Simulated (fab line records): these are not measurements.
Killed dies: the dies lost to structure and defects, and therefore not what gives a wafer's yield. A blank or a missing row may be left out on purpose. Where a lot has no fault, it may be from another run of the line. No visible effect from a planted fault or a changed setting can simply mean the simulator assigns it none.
Which tool did it? -- flow n5Finfet -- Sampling: 24 lots, 72 wafers, 4 of 1938 route steps

== WHAT THE GAUGES SHOWED, per wafer ==
N5_BEOL_M4_THK_MEAS_53: measures by xrf. Usual: for M4_THK the level is 39.0 nm and the standard deviation is 1.9.
lot,measured,on,M4_THK (nm),flag
L074,day 8 06:50,filmMetro-01,38.1 37.9 37.5,
L075,day 8 10:29,filmMetro-01,39.1 38.5 39.6,
L076,day 9 10:53,filmMetro-02,41.4 38.2 37.5,
L078,day 9 11:08,filmMetro-02,36.2 37.9 36.9,
L081,day 9 15:14,filmMetro-01,40.3 40.2 40.9,
L077,day 9 18:35,filmMetro-02,38.0 37.0 37.6,
L079,day 9 20:25,filmMetro-01,37.0 38.9 40.5,
L080,day 9 21:44,filmMetro-02,40.9 38.8 37.6,
L082,day 10 00:02,filmMetro-01,39.4 41.4 41.2,
L083,day 10 06:12,filmMetro-02,38.9 39.9 37.8,
L084,day 10 16:44,filmMetro-01,37.5 36.4 39.2,
L085,day 11 02:13,filmMetro-01,37.1 37.2 39.0,
L086,day 11 12:56,filmMetro-01,38.3 39.9 40.9,
L087,day 11 13:26,filmMetro-02,39.9 39.9 37.1,
L088,day 12 04:47,filmMetro-01,38.2 39.0 39.1,
L091,day 12 07:31,filmMetro-02,39.8 43.3 43.2,
L089,day 12 09:34,filmMetro-01,37.9 36.0 37.8,
L090,day 12 12:13,filmMetro-01,39.4 38.3 39.5,
L093,day 12 23:13,filmMetro-01,36.6 38.2 38.3,
L092,day 13 02:09,filmMetro-01,42.3 39.1 39.7,
L094,day 13 02:25,filmMetro-01,39.9 39.3 42.0,
L095,day 13 19:56,filmMetro-02,38.2 40.1 39.6,
L097,day 14 01:46,filmMetro-01,42.7 41.4 38.9,
L096,day 14 03:05,filmMetro-02,37.2 39.6 38.9,

== WHAT TOOL EACH LOT RAN ON (gives the tool, then ch and the chambers of the sampled wafers, and finally the start) ==
lot,N5_BEOL_M4_STRIP_97,N5_BEOL_M4_SURFACE_TREAT_85,N5_BEOL_M4_SPUTTER_96
L074,"rieDiel-06 ch 0,1,2, day 8 04:02 or earlier","pvdSputter-02, day 8 04:02","pvdSputter-03, day 8 06:02"
L075,"rieDiel-04 ch 0,2, day 8 07:32 or earlier","pvdSputter-01, day 8 07:32","pvdSputter-01, day 8 09:41"
L076,"rieDiel-04 ch 0,1,2, day 9 08:07 or earlier","pvdSputter-01, day 9 08:07","pvdSputter-02, day 9 10:05"
L078,"rieDiel-06 ch 1,3, day 9 08:16 or earlier","pvdSputter-02, day 9 08:16","pvdSputter-01, day 9 10:20"
L081,"rieDiel-04 ch 0,1,2, day 9 12:16 or earlier","pvdSputter-01, day 9 12:16","pvdSputter-03, day 9 14:26"
L077,"rieDiel-04 ch 0,1,2, day 9 15:46 or earlier","pvdSputter-03, day 9 15:46","pvdSputter-02, day 9 17:45"
L079,"rieDiel-06 ch 0,1,3, day 9 16:21 or earlier","pvdSputter-01, day 9 16:21","pvdSputter-02, day 9 19:38"
L080,"rieDiel-02 ch 0,2, day 9 18:56 or earlier","pvdSputter-01, day 9 18:56","pvdSputter-03, day 9 20:57"
L082,"rieDiel-04 ch 0,1,3, day 9 21:08 or earlier","pvdSputter-03, day 9 21:08","pvdSputter-03, day 9 23:15"
L083,"rieDiel-02 ch 0,1, day 10 01:22 or earlier","pvdSputter-02, day 10 01:22","pvdSputter-03, day 10 05:24"
L084,"rieDiel-06 ch 0,1,3, day 10 13:57 or earlier","pvdSputter-01, day 10 13:57","pvdSputter-03, day 10 15:57"
L085,"rieDiel-02 ch 0,1, day 10 23:25 or earlier","pvdSputter-02, day 10 23:25","pvdSputter-03, day 11 01:26"
L086,"rieDiel-04 ch 0,3, day 11 10:05 or earlier","pvdSputter-02, day 11 10:05","pvdSputter-01, day 11 12:05"
L087,"rieDiel-06 ch 2,3, day 11 10:37 or earlier","pvdSputter-03, day 11 10:37","pvdSputter-02, day 11 12:38"
L088,"rieDiel-06 ch 0,3, day 12 00:22 or earlier","pvdSputter-02, day 12 00:22","pvdSputter-03, day 12 04:00"
L091,"rieDiel-04 ch 1,3, day 12 04:41 or earlier","pvdSputter-03, day 12 04:41","pvdSputter-02, day 12 06:44"
L089,"rieDiel-02 ch 0,1,3, day 12 05:20 or earlier","pvdSputter-01, day 12 05:20","pvdSputter-02, day 12 08:37"
L090,"rieDiel-06 ch 0,1,3, day 12 09:27 or earlier","pvdSputter-02, day 12 09:27","pvdSputter-02, day 12 11:26"
L093,"rieDiel-02 ch 0,2,3, day 12 18:37 or earlier","pvdSputter-03, day 12 18:37","pvdSputter-03, day 12 22:20"
L092,"rieDiel-04 ch 1,2, day 12 23:07 or earlier","pvdSputter-02, day 12 23:07","pvdSputter-02, day 13 01:21"
L094,"rieDiel-06 ch 1,3, day 12 23:28 or earlier","pvdSputter-02, day 12 23:28","pvdSputter-03, day 13 01:38"
L095,"rieDiel-02 ch 0,2,3, day 13 16:25 or earlier","pvdSputter-02, day 13 16:25","pvdSputter-01, day 13 18:27"
L097,"rieDiel-06 ch 2,3, day 13 22:59 or earlier","pvdSputter-02, day 13 22:59","pvdSputter-02, day 14 00:59"
L096,"rieDiel-02 ch 0,3, day 13 23:53 or earlier","pvdSputter-03, day 13 23:53","pvdSputter-03, day 14 02:17"
- N5_BEOL_M4_STRIP_97: strips in N2/H2, time 10 s.
- N5_BEOL_M4_SURFACE_TREAT_85
- N5_BEOL_M4_SPUTTER_96: material Cu, target thk 4.5 nm, time 8.29 s.

== AS READ BY THE TOOLS THEMSELVES (means over the sampled wafers that have a number; for cases with no such wafer, the mark the record gives instead) ==
N5_BEOL_M4_STRIP_97. Usual: drypumpMotorCurrentA 6.0 A, standard deviation 0.46; oesProductAu 0.81 a.u., standard deviation 0.095; rfVppV 59.1 V, standard deviation 0.89; showerheadPlenumPTorr 2.56 Torr, standard deviation 0.1; tempC 40.00 C, standard deviation 0.11; throttleValvePct 23.6 %, standard deviation 0.39.
lot,tool,drypumpMotorCurrentA (A),oesProductAu (a.u.),rfVppV (V),showerheadPlenumPTorr (Torr),tempC (C),throttleValvePct (%),flag
L074,rieDiel-06,5.7,0.76,57.9,2.51,40.16,23.7,
L075,rieDiel-04,5.9,0.87,59.0,2.70,39.94,24.0,
L076,rieDiel-04,5.9,0.88,59.7,2.66,40.05,23.7,
L078,rieDiel-06,6.0,0.79,59.0,2.53,40.03,23.7,
L081,rieDiel-04,5.9,0.88,60.3,2.66,40.10,23.7,
L077,rieDiel-04,5.9,0.87,59.9,2.65,39.91,23.7,
L079,rieDiel-06,6.2,0.77,59.5,2.55,39.97,23.7,
L080,rieDiel-02,5.8,0.70,58.1,2.42,39.85,23.3,
L082,rieDiel-04,5.8,0.93,59.8,2.67,40.03,23.4,
L083,rieDiel-02,6.1,0.79,58.9,2.51,39.97,23.4,
L084,rieDiel-06,6.2,0.76,58.4,2.55,39.91,23.7,
L085,rieDiel-02,6.0,0.74,59.4,2.45,39.99,23.4,
L086,rieDiel-04,5.9,0.88,59.4,2.70,39.94,23.7,
L087,rieDiel-06,5.9,0.74,59.1,2.60,39.95,24.0,
L088,rieDiel-06,6.4,0.73,58.4,2.58,39.98,23.8,
L091,rieDiel-04,5.8,0.91,60.0,2.63,40.10,23.1,
L089,rieDiel-02,6.3,0.82,58.7,2.47,39.91,23.4,
L090,rieDiel-06,6.2,0.75,59.4,2.54,40.08,23.8,
L093,rieDiel-02,6.2,0.86,58.9,2.44,40.02,23.3,
L092,rieDiel-04,5.9,0.83,59.6,2.63,40.01,23.6,
L094,rieDiel-06,6.2,0.76,59.2,2.57,40.02,23.9,
L095,rieDiel-02,6.2,0.84,59.4,2.44,39.91,23.3,
L097,rieDiel-06,5.9,0.81,58.7,2.59,39.85,24.0,
L096,rieDiel-02,6.1,0.76,59.5,2.42,40.09,23.4,

N5_BEOL_M4_SPUTTER_96. Usual: substrateTempC -20.02 C, standard deviation 0.11; throttleValvePct 29.8 %, standard deviation 1.
lot,tool,substrateTempC (C),throttleValvePct (%),flag
L074,pvdSputter-03,-20.01,30.2,
L075,pvdSputter-01,-20.03,29.9,
L076,pvdSputter-02,-19.98,29.2,
L078,pvdSputter-01,-20.05,30.2,
L081,pvdSputter-03,-19.97,30.5,
L077,pvdSputter-02,-19.95,29.2,
L079,pvdSputter-02,-19.96,29.5,
L080,pvdSputter-03,-20.07,30.2,
L082,pvdSputter-03,-19.96,30.6,
L083,pvdSputter-03,-20.09,30.2,
L084,pvdSputter-03,-19.94,30.6,
L085,pvdSputter-03,-19.95,30.5,
L086,pvdSputter-01,-20.07,30.0,
L087,pvdSputter-02,-20.09,29.1,
L088,pvdSputter-03,-20.09,30.1,
L091,pvdSputter-02,-20.00,29.3,
L089,pvdSputter-02,-19.94,28.9,
L090,pvdSputter-02,-20.12,27.9,
L093,pvdSputter-03,-20.00,30.2,
L092,pvdSputter-02,-20.13,29.3,
L094,pvdSputter-03,-19.98,30.6,
L095,pvdSputter-01,-20.10,29.3,
L097,pvdSputter-02,-20.03,28.9,
L096,pvdSputter-03,-20.01,30.5,

== THE ANSWER, worked out from the rows above alone ==
Rule: a lot counts as off when the mean over its wafers that have a number is more than 3 standard deviations away from the usual mean. Also off: a lot with no number at a reading for which 4 or more lots have one. Where the step has rows for the other lots, those lots are counted as sound. After the gauges, taken in route order, come the tools' own readings; for these a lot's mean is taken, as printed above. The first step at which some lot is off is used, and at that step the reading that is off furthest; a lot without a number counts as furthest.
Nothing can be told from this: no lot is off at any reading shown.

== WHAT HAD BEEN PUT IN BY THE SIMULATOR ==
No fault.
